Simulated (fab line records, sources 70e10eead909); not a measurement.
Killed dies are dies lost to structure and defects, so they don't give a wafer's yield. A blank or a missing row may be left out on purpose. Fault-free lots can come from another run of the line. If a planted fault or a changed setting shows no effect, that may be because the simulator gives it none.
The tool behind it: which one? :: flow nand harc :: 13 lots with 36 wafers sampled at 6 steps, on a route of 1159 steps

== WHAT THE GAUGES READ, wafer by wafer ==
NHARC_A_ONON_D1_THK_MEAS_27: measures by ellipsometry. Usual: 1002 nm for thk nm, sd 9.3.
lot: L641
measured: day 8 06:17
on: film metro-02
thk nm (nm): 1006 1006 1008
flag: 

lot: L640
measured: day 8 06:19
on: film metro-01
thk nm (nm): 1018 1016 1017
flag: 

lot: L644
measured: day 9 08:23
on: film metro-02
thk nm (nm): 1000 1001 1000
flag: 

lot: L645
measured: day 9 08:23
on: film metro-01
thk nm (nm): 995 994 995
flag: 

lot: L646
measured: day 9 19:08
on: film metro-01
thk nm (nm): 1002 999 1000
flag: 

lot: L647
measured: day 10 06:25
on: film metro-01
thk nm (nm): 981 982 983
flag: 

lot: L653
measured: day 11 10:55
on: film metro-01
thk nm (nm): 1009 1007 1008
flag: 

lot: L652
measured: day 12 02:39
on: film metro-01
thk nm (nm): 1003 1391
flag: OFF

lot: L655
measured: day 12 02:35
on: film metro-01
thk nm (nm): 997 999 998
flag: 

lot: L656
measured: day 12 07:06
on: film metro-01
thk nm (nm): 1398 1009
flag: OFF

lot: L657
measured: day 12 18:14
on: film metro-01
thk nm (nm): 1005 1395
flag: OFF

lot: L660
measured: day 12 18:16
on: film metro-02
thk nm (nm): 1001 1000 999
flag: 

lot: L662
measured: day 14 01:03
on: film metro-02
thk nm (nm): 1006 1005 1007
flag: 

NHARC_A_CHANNEL_HOLE_D1_CD_MEAS_10: the cd target is 100 nm. Usual: 100.1 nm for cd nm, sd 0.54.
lot: L641
measured: day 8 12:07
on: cd sem-01
cd nm (nm): 100.5 99.9 100.9
flag: 

lot: L640
measured: day 8 14:08
on: cd sem-01
cd nm (nm): 100.0 98.4 99.6
flag: 

lot: L644
measured: day 9 12:05
on: cd sem-03
cd nm (nm): 100.5 100.2 99.8
flag: 

lot: L645
measured: day 9 12:14
on: cd sem-02
cd nm (nm): 99.1 99.1 99.7
flag: 

lot: L646
measured: day 9 22:58
on: cd sem-02
cd nm (nm): 100.3 100.0 100.1
flag: 

lot: L647
measured: day 10 12:04
on: cd sem-01
cd nm (nm): 99.4 100.2 100.7
flag: 

lot: L653
measured: day 11 16:32
on: cd sem-01
cd nm (nm): 100.2 100.3 100.7
flag: 

lot: L652
measured: day 12 07:13
on: cd sem-02
cd nm (nm): 100.2
flag: 

lot: L655
measured: day 12 06:44
on: cd sem-02
cd nm (nm): 101.1 100.7 100.9
flag: 

lot: L656
measured: day 12 11:31
on: cd sem-01
cd nm (nm): 99.7
flag: 

lot: L657
measured: day 12 21:56
on: cd sem-01
cd nm (nm): 101.0
flag: 

lot: L660
measured: day 12 23:27
on: cd sem-02
cd nm (nm): 100.8 100.5 100.3
flag: 

lot: L662
measured: day 14 05:26
on: cd sem-03
cd nm (nm): 100.4 99.5 99.7
flag: 

NHARC_END_SORT_01. Usual: killed at array 28, standard deviation 11; killed at other 0.5, standard deviation 0.85; killed at periphery 2.7, standard deviation 1.9; killed dies 32, standard deviation 12; killed open 3.3, standard deviation 1.6; killed short 2.1, standard deviation 1.5.
lot: L652
measured: day 23 20:25
on: prober-01
killed at array: 51 675
killed at other: 0 0
killed at periphery: 4 2
killed dies: 55 677
killed open: 6 4
killed short: 2 1
flag: OFF

lot: L656
measured: day 24 05:43
on: prober-02
killed at array: 676 37
killed at other: 0 0
killed at periphery: 1 3
killed dies: 677 40
killed open: 4 4
killed short: 3 2
flag: OFF

lot: L657
measured: day 24 11:56
on: prober-02
killed at array: 12 677
killed at other: 0 0
killed at periphery: 1 0
killed dies: 13 677
killed open: 1 4
killed short: 2 4
flag: OFF

== WHICH TOOL RAN EACH LOT (tool, then ch and the chambers of the sampled wafers, then the start) ==
lot: L641
NHARC_A_ZERO_WELL_ETCH_19: rie diel-08 ch 0,1,2, day 6 20:23
NHARC_A_ZERO_WELL_ETCH_13: rie si-03 ch 0,1, day 6 20:30
NHARC_A_ONON_D1_DEP_25: pecvd onon-03 ch 0, day 8 05:47

lot: L640
NHARC_A_ZERO_WELL_ETCH_19: rie diel-04 ch 1,2, day 6 21:15
NHARC_A_ZERO_WELL_ETCH_13: rie si-02 ch 0,3, day 6 21:23
NHARC_A_ONON_D1_DEP_25: pecvd onon-04 ch 0, day 8 05:58

lot: L644
NHARC_A_ZERO_WELL_ETCH_19: rie diel-04 ch 1,3, day 7 23:04
NHARC_A_ZERO_WELL_ETCH_13: rie si-03 ch 1,2,3, day 7 23:13
NHARC_A_ONON_D1_DEP_25: pecvd onon-03 ch 0, day 9 07:52

lot: L645
NHARC_A_ZERO_WELL_ETCH_19: rie diel-04 ch 0,1,3, day 7 23:45
NHARC_A_ZERO_WELL_ETCH_13: rie si-06 ch 0,1,3, day 7 23:54
NHARC_A_ONON_D1_DEP_25: pecvd onon-04 ch 0, day 9 07:59

lot: L646
NHARC_A_ZERO_WELL_ETCH_19: rie diel-05 ch 1,3, day 8 08:22
NHARC_A_ZERO_WELL_ETCH_13: rie si-06 ch 0,2,3, day 8 08:29
NHARC_A_ONON_D1_DEP_25: pecvd onon-03 ch 0, day 9 18:41

lot: L647
NHARC_A_ZERO_WELL_ETCH_19: rie diel-05 ch 0,2,3, day 8 13:23
NHARC_A_ZERO_WELL_ETCH_13: rie si-03 ch 0,1,3, day 8 13:31
NHARC_A_ONON_D1_DEP_25: pecvd onon-04 ch 0, day 10 05:54

lot: L653
NHARC_A_ZERO_WELL_ETCH_19: rie diel-04 ch 2,3, day 9 22:12
NHARC_A_ZERO_WELL_ETCH_13: rie si-03 ch 0,3, day 9 22:19
NHARC_A_ONON_D1_DEP_25: pecvd onon-02 ch 0, day 11 10:35

lot: L652
NHARC_A_ZERO_WELL_ETCH_19: rie diel-04 ch 1,2, day 10 14:35
NHARC_A_ZERO_WELL_ETCH_13: rie si-03 ch 1,2, day 10 14:41
NHARC_A_ONON_D1_DEP_25: pecvd onon-04 ch 0, day 12 02:07

lot: L655
NHARC_A_ZERO_WELL_ETCH_19: rie diel-05 ch 0,2,3, day 10 17:21
NHARC_A_ZERO_WELL_ETCH_13: rie si-02 ch 0,1,2, day 10 17:28
NHARC_A_ONON_D1_DEP_25: pecvd onon-02 ch 0, day 12 02:05

lot: L656
NHARC_A_ZERO_WELL_ETCH_19: rie diel-05 ch 0,1, day 10 18:40
NHARC_A_ZERO_WELL_ETCH_13: rie si-03 ch 2, day 10 18:47
NHARC_A_ONON_D1_DEP_25: pecvd onon-04 ch 0, day 12 06:42

lot: L657
NHARC_A_ZERO_WELL_ETCH_19: rie diel-05 ch 0,1, day 11 03:50
NHARC_A_ZERO_WELL_ETCH_13: rie si-03 ch 0,3, day 11 03:58
NHARC_A_ONON_D1_DEP_25: pecvd onon-04 ch 0, day 12 17:43

lot: L660
NHARC_A_ZERO_WELL_ETCH_19: rie diel-04 ch 0,2,3, day 11 11:58
NHARC_A_ZERO_WELL_ETCH_13: rie si-02 ch 0,1, day 11 12:05
NHARC_A_ONON_D1_DEP_25: pecvd onon-02 ch 0, day 12 17:52

lot: L662
NHARC_A_ZERO_WELL_ETCH_19: rie diel-08 ch 0,1,2, day 12 15:38
NHARC_A_ZERO_WELL_ETCH_13: rie si-02 ch 0,2,3, day 12 15:46
NHARC_A_ONON_D1_DEP_25: pecvd onon-02 ch 0, day 14 00:32
- NHARC_A_ZERO_WELL_ETCH_19: etches the open film in N2/H2, target depth 80 nm, overetch 24 nm, time 87.88 s.
- NHARC_A_ZERO_WELL_ETCH_13: etches the open film in HBr/Cl2, target depth 120 nm, time 40.1 s.
- NHARC_A_ONON_D1_DEP_25: target thk 1000 nm.

== AS READ BY THE TOOLS THEMSELVES (means over the sampled wafers that have a number; for cases with no such wafer, the mark the record gives instead) ==
NHARC_A_ZERO_WELL_ETCH_19. Usual: drypump motor current A 5.7 A, standard deviation 0.63; oes product au 1.001 a.u., standard deviation 0.0078; rf vpp V 429.6 V, standard deviation 2.9; showerhead plenum p Torr 2.01 Torr, standard deviation 0.099; throttle valve pct 14.172 %, standard deviation 0.0093.
lot: L641
tool: rie diel-08
drypump motor current A (A): 5.9
oes product au (a.u.): 0.987
rf vpp V (V): 428.7
showerhead plenum p Torr (Torr): 1.96
throttle valve pct (%): 14.170
flag: 

lot: L640
tool: rie diel-04
drypump motor current A (A): 6.3
oes product au (a.u.): 1.001
rf vpp V (V): 428.9
showerhead plenum p Torr (Torr): 1.97
throttle valve pct (%): 14.170
flag: 

lot: L644
tool: rie diel-04
drypump motor current A (A): 6.1
oes product au (a.u.): 1.005
rf vpp V (V): 431.8
showerhead plenum p Torr (Torr): 2.07
throttle valve pct (%): 14.173
flag: 

lot: L645
tool: rie diel-04
drypump motor current A (A): 5.7
oes product au (a.u.): 1.006
rf vpp V (V): 430.7
showerhead plenum p Torr (Torr): 2.04
throttle valve pct (%): 14.158
flag: 

lot: L646
tool: rie diel-05
drypump motor current A (A): 6.4
oes product au (a.u.): 1.007
rf vpp V (V): 430.9
showerhead plenum p Torr (Torr): 2.07
throttle valve pct (%): 14.173
flag: 

lot: L647
tool: rie diel-05
drypump motor current A (A): 5.3
oes product au (a.u.): 0.997
rf vpp V (V): 428.8
showerhead plenum p Torr (Torr): 1.97
throttle valve pct (%): 14.180
flag: 

lot: L653
tool: rie diel-04
drypump motor current A (A): 5.5
oes product au (a.u.): 0.998
rf vpp V (V): 429.2
showerhead plenum p Torr (Torr): 2.00
throttle valve pct (%): 14.173
flag: 

lot: L652
tool: rie diel-04
drypump motor current A (A): 6.2
oes product au (a.u.): 1.005
rf vpp V (V): 428.9
showerhead plenum p Torr (Torr): 1.95
throttle valve pct (%): 14.175
flag: 

lot: L655
tool: rie diel-05
drypump motor current A (A): 5.3
oes product au (a.u.): 0.988
rf vpp V (V): 428.1
showerhead plenum p Torr (Torr): 1.97
throttle valve pct (%): 14.172
flag: 

lot: L656
tool: rie diel-05
drypump motor current A (A): 5.6
oes product au (a.u.): 0.998
rf vpp V (V): 430.9
showerhead plenum p Torr (Torr): 2.03
throttle valve pct (%): 14.171
flag: 

lot: L657
tool: rie diel-05
drypump motor current A (A): 5.6
oes product au (a.u.): 0.995
rf vpp V (V): 429.3
showerhead plenum p Torr (Torr): 2.02
throttle valve pct (%): 14.181
flag: 

lot: L660
tool: rie diel-04
drypump motor current A (A): 5.4
oes product au (a.u.): 1.002
rf vpp V (V): 429.8
showerhead plenum p Torr (Torr): 2.00
throttle valve pct (%): 14.168
flag: 

lot: L662
tool: rie diel-08
drypump motor current A (A): 5.9
oes product au (a.u.): 0.999
rf vpp V (V): 428.2
showerhead plenum p Torr (Torr): 1.96
throttle valve pct (%): 14.162
flag: 

NHARC_A_ZERO_WELL_ETCH_13. Usual: drypump motor current A 6.0 A, standard deviation 0.44; oes product au 1.004 a.u., standard deviation 0.01; throttle valve pct 26.405 %, standard deviation 0.0093.
lot: L641
tool: rie si-03
drypump motor current A (A): 5.6
oes product au (a.u.): 1.002
throttle valve pct (%): 26.409
flag: 

lot: L640
tool: rie si-02
drypump motor current A (A): 6.0
oes product au (a.u.): 1.016
throttle valve pct (%): 26.403
flag: 

lot: L644
tool: rie si-03
drypump motor current A (A): 6.2
oes product au (a.u.): 1.002
throttle valve pct (%): 26.412
flag: 

lot: L645
tool: rie si-06
drypump motor current A (A): 5.8
oes product au (a.u.): 0.999
throttle valve pct (%): 26.409
flag: 

lot: L646
tool: rie si-06
drypump motor current A (A): 6.0
oes product au (a.u.): 1.010
throttle valve pct (%): 26.413
flag: 

lot: L647
tool: rie si-03
drypump motor current A (A): 5.8
oes product au (a.u.): 0.993
throttle valve pct (%): 26.394
flag: 

lot: L653
tool: rie si-03
drypump motor current A (A): 6.0
oes product au (a.u.): 1.013
throttle valve pct (%): 26.396
flag: 

lot: L652
tool: rie si-03
drypump motor current A (A): 6.1
oes product au (a.u.): 0.998
throttle valve pct (%): 26.409
flag: 

lot: L655
tool: rie si-02
drypump motor current A (A): 6.3
oes product au (a.u.): 1.016
throttle valve pct (%): 26.401
flag: 

lot: L656
tool: rie si-03
drypump motor current A (A): 6.4
oes product au (a.u.): 0.998
throttle valve pct (%): 26.398
flag: 

lot: L657
tool: rie si-03
drypump motor current A (A): 5.8
oes product au (a.u.): 1.014
throttle valve pct (%): 26.409
flag: 

lot: L660
tool: rie si-02
drypump motor current A (A): 6.6
oes product au (a.u.): 1.000
throttle valve pct (%): 26.405
flag: 

lot: L662
tool: rie si-02
drypump motor current A (A): 5.9
oes product au (a.u.): 1.011
throttle valve pct (%): 26.408
flag: 

NHARC_A_ONON_D1_DEP_25. Usual: 500.2 sccm for nh3 flow sccm, sd 1.6.
lot: L641
tool: pecvd onon-03
nh3 flow sccm (sccm): 497.3
flag: 

lot: L640
tool: pecvd onon-04
nh3 flow sccm (sccm): 498.7
flag: 

lot: L644
tool: pecvd onon-03
nh3 flow sccm (sccm): 498.8
flag: 

lot: L645
tool: pecvd onon-04
nh3 flow sccm (sccm): 500.0
flag: 

lot: L646
tool: pecvd onon-03
nh3 flow sccm (sccm): 500.2
flag: 

lot: L647
tool: pecvd onon-04
nh3 flow sccm (sccm): 498.8
flag: 

lot: L653
tool: pecvd onon-02
nh3 flow sccm (sccm): 502.2
flag: 

lot: L652
tool: pecvd onon-04
nh3 flow sccm (sccm): 500.5
flag: 

lot: L655
tool: pecvd onon-02
nh3 flow sccm (sccm): 501.0
flag: 

lot: L656
tool: pecvd onon-04
nh3 flow sccm (sccm): 502.1
flag: 

lot: L657
tool: pecvd onon-04
nh3 flow sccm (sccm): 500.9
flag: 

lot: L660
tool: pecvd onon-02
nh3 flow sccm (sccm): 501.4
flag: 

lot: L662
tool: pecvd onon-02
nh3 flow sccm (sccm): 501.5
flag: 

== THE ANSWER, worked out from the rows above alone ==
Rule: a lot is off if the mean of its wafers that have a number lies more than 3 standard deviations from the usual mean. Also off: a lot with no number at a reading for which 4 or more lots have one. Any other lot the step has rows for is counted as sound. The gauges are gone through in route order, then the tools' own readings, and for those a lot's mean is taken as printed above. The first step at which some lot is off is used, and at that step the reading that is off furthest; a lot without a number counts as furthest.
Off: L652, L656, L657 (NHARC_A_ONON_D1_THK_MEAS_27, thk nm).
If a tool, at a process step before that reading, ran all the lots that are off and no sound lot after the first of them, it fits. The gauges at NHARC_A_ONON_D1_THK_MEAS_27 aren't tried: what is off there is off at NHARC_END_SORT_01 too, on other tools, and a gauge's error can't cause that. This does not decide it: 2 tools fit, namely rie si-03 at NHARC_A_ZERO_WELL_ETCH_13 and pecvd onon-04 at NHARC_A_ONON_D1_DEP_25.

== WHAT THE SIMULATOR HAD INSERTED ==
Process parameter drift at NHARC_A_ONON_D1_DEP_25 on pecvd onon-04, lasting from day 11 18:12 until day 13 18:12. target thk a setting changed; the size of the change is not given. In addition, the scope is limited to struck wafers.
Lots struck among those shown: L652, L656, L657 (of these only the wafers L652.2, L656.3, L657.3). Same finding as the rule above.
